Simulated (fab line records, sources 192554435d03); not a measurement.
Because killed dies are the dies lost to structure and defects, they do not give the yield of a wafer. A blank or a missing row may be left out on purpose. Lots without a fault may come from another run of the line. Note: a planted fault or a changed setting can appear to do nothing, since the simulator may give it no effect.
2 desks, one fault ; flow n5_finfet ; each desk holds nothing but its own numbers, with what lay behind them at the end

## METROLOGY DESK
What the gauges read for every lot (on any tool): the sampled wafers with a number, averaged. Any lot whose mean is over 4 standard deviations away from the usual mean is out of limits and marked OUT; that distance is given in the brackets. It has 10 readings; the 7 that lie furthest out on some lot are the ones shown.
Columns: A = DIBL_N at N5_BEOL_M4_RC_MEAS_101, usual 36.6 mV/V; B = DIBL_P at N5_BEOL_M4_RC_MEAS_101, usual 36.4 mV/V; C = ION_N at N5_BEOL_M4_RC_MEAS_101, usual 678 uA/um; D = SS_N at N5_BEOL_M4_RC_MEAS_101, usual 71.5 mV/dec; E = SS_P at N5_BEOL_M4_RC_MEAS_101, usual 73.4 mV/dec; F = VT_N at N5_BEOL_M4_RC_MEAS_101, usual 248.5 mV; G = VT_P at N5_BEOL_M4_RC_MEAS_101, usual -249 mV
lot;first seen here;A;B;C;D;E;F;G
L649;day 8 17:11;37.3;37.2;690;71.4;73.2;245.6;-249
L651;day 9 04:13;34.5;33.3;662;70.5;72.9;254.3;-250
L655;day 10 10:31;38.4;37.4;683;72.3;73.2;247.7;-247
L656;day 10 17:10;36.1;36.4;676;71.3;73.0;252.0;-254
L668;day 14 18:17;37.1;37.5;668;71.4;73.2;246.9;-250
L667;day 14 20:09;35.9;35.5;679;70.8;73.4;247.7;-249
L666;day 14 22:52;36.7;37.1;673;71.4;73.5;249.2;-252
L672;day 15 15:25;36.0;36.7;678;71.3;72.5;250.1;-251
L670;day 15 15:37;37.2;38.6;676;72.1;73.6;250.7;-249
L671;day 15 22:28;37.6;37.3;694;71.6;74.1;244.3;-248
Result from this desk: across the 10 lots, nothing is out of limits.

## THE TOOL OWNER'S DESK: rie_diel-04
The tool's own readings at N5_BEOL_M4_ETCH_70 (etches SOC in N2/H2, target depth 80 nm, overetch 24 nm, time 130 s): means of the sampled wafers that have a number, for each lot that ran on this tool. Any lot whose mean is over 4 standard deviations away from the usual mean is out of limits and marked OUT; that distance is given in the brackets.
Columns: A = drypump_motor_current_A at N5_BEOL_M4_ETCH_70, usual 5.8 A; B = oes_product_au at N5_BEOL_M4_ETCH_70, usual 0.59 a.u.; C = rf_vpp_V at N5_BEOL_M4_ETCH_70, usual 524.1 V; D = showerhead_plenum_p_Torr at N5_BEOL_M4_ETCH_70, usual 2.55 Torr; E = temp_c at N5_BEOL_M4_ETCH_70, usual 40.02 C; F = throttle_valve_pct at N5_BEOL_M4_ETCH_70, usual 17.88 %
lot;first seen here;A;B;C;D;E;F
L655;day 9 21:55;5.7;0.57;523.6;2.55;42.44 (+22) OUT;17.94
L656;day 10 12:25;5.8;0.58;522.9;2.51;42.36 (+21) OUT;17.95
L668;day 14 13:27;6.0;0.62;524.2;2.55;39.93;17.68
L666;day 14 18:17;6.0;0.63;523.1;2.51;39.93;17.67
L672;day 15 11:00;5.7;0.62;524.0;2.55;40.01;17.76
This desk finds L655, L656 out of limits, L655 being first, at day 9 21:55 (temp_c at N5_BEOL_M4_ETCH_70). Within limits: L668, L666, L672.

## PUT TOGETHER
At day 9 21:55, on L655, L656, the tool owner's desk was in a position to raise an alarm.
The metrology desk saw nothing out of limits.
The metrology desk has L655, L656 on record, within its limits.
Every lot named ran N5_BEOL_M4_ETCH_70 on rie_diel-04.

## WHAT THE SIMULATOR PUT IN
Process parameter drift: rie_diel-04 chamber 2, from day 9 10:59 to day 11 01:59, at N5_BEOL_M4_ETCH_70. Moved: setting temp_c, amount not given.
Lots struck among those shown: L655, L656.
Time in hours from fault onset to the first out-of-limits reading at each desk: the tool owner's desk, 11.
